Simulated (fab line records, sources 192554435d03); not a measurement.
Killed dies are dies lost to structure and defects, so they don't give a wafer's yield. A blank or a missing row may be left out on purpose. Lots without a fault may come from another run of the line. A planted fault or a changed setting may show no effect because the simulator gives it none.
Problem report in the 8D (eight disciplines) form, filled by code | flow n5_finfet | the parts of the form that need people (team, actions taken, sign-off) are left out

1. THE PROBLEM
killed_at_contacts at N5_PASSIVATION_PROBE_49 reads a mean of 90 on 6 wafers of 2 lots; wafers without a fault read 12 with a standard deviation of 5.6. That is +14 standard deviations from the usual mean.
First seen on wafer L232.4, day 16 08:29, on prober-01. The record holds 11 wafers of 4 lots with a number at this step. Rule for "out", or "out of limits": more than 4 standard deviations from the usual mean. The other wafers with a number count as sound.

2. WHAT IT IS AND WHAT IT IS NOT
question                    | is                     | is not
which readings at this step | killed_at_contacts     | killed_at_M0_to_M3, killed_at_M4_up, killed_open, killed_short
which lots                  | L230, L232             | L222, L236
which wafers of those lots  | all that have a number | -
read on which tools         | prober-01, prober-02   | -
when                        | from day 16 08:29      | up to then (3 sound wafers); but 2 sound wafers of L236 came after

3. SUSPECTS, AND WHAT RULES EACH OUT
Counting: a tool at a process step up to the reading stays a suspect if it ran every lot that is out and no sound lot after the first of them.
- pvd_sputter-02 at N5_MOL_CONTACT_COAG_PRE_CLEAN_142 (time 60 s): kept. It ran every lot that is out, first L230 (day 8 06:59), and no sound lot after that.
Left after counting: pvd_sputter-02 at N5_MOL_CONTACT_COAG_PRE_CLEAN_142.

4. THE CAUSE (what the simulator had put in)
Chamber particle source: pvd_sputter-02, from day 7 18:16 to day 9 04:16, at N5_MOL_CONTACT_COAG_PRE_CLEAN_142. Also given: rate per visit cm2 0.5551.
Counting left only this tool.

5. THE CHAIN OF EFFECTS, in route order
Each row: a reading whose mean over the struck wafers that have a number lies more than 3 standard deviations from the usual. Only readings for which the record gives a usual standard deviation are gone through. hours: the time from each lot's start at the first step in this table that gives one to its start at this step, as a median over the lots. sigmas: the change in usual standard deviations.
hours | step                    | reading            | usual | on struck wafers | change | sigmas
0     | N5_PASSIVATION_PROBE_49 | killed_at_contacts | 12    | 90               | +78    | +14
0     | N5_PASSIVATION_PROBE_49 | killed_dies        | 103   | 187              | +84    | +4.7
0     | N5_PASSIVATION_PROBE_49 | killed_on_rim      | 14    | 28               | +14    | +3.1
The process steps in it:
- N5_PASSIVATION_PROBE_49

6. WHAT WOULD HAVE CAUGHT IT SOONER
In this record the first reading out of limits was taken at day 16 08:29, 206 hours after the fault began at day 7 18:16.
Of the tool readings at N5_MOL_CONTACT_COAG_PRE_CLEAN_142 for which the record gives a usual standard deviation, none was out on any struck wafer, so an alarm limit of 4 standard deviations on them would not have fired.
All the lots that are out (2) had begun N5_MOL_CONTACT_COAG_PRE_CLEAN_142 on pvd_sputter-02 by day 16 08:29. A hold on the tool at that time would have spared none of them.
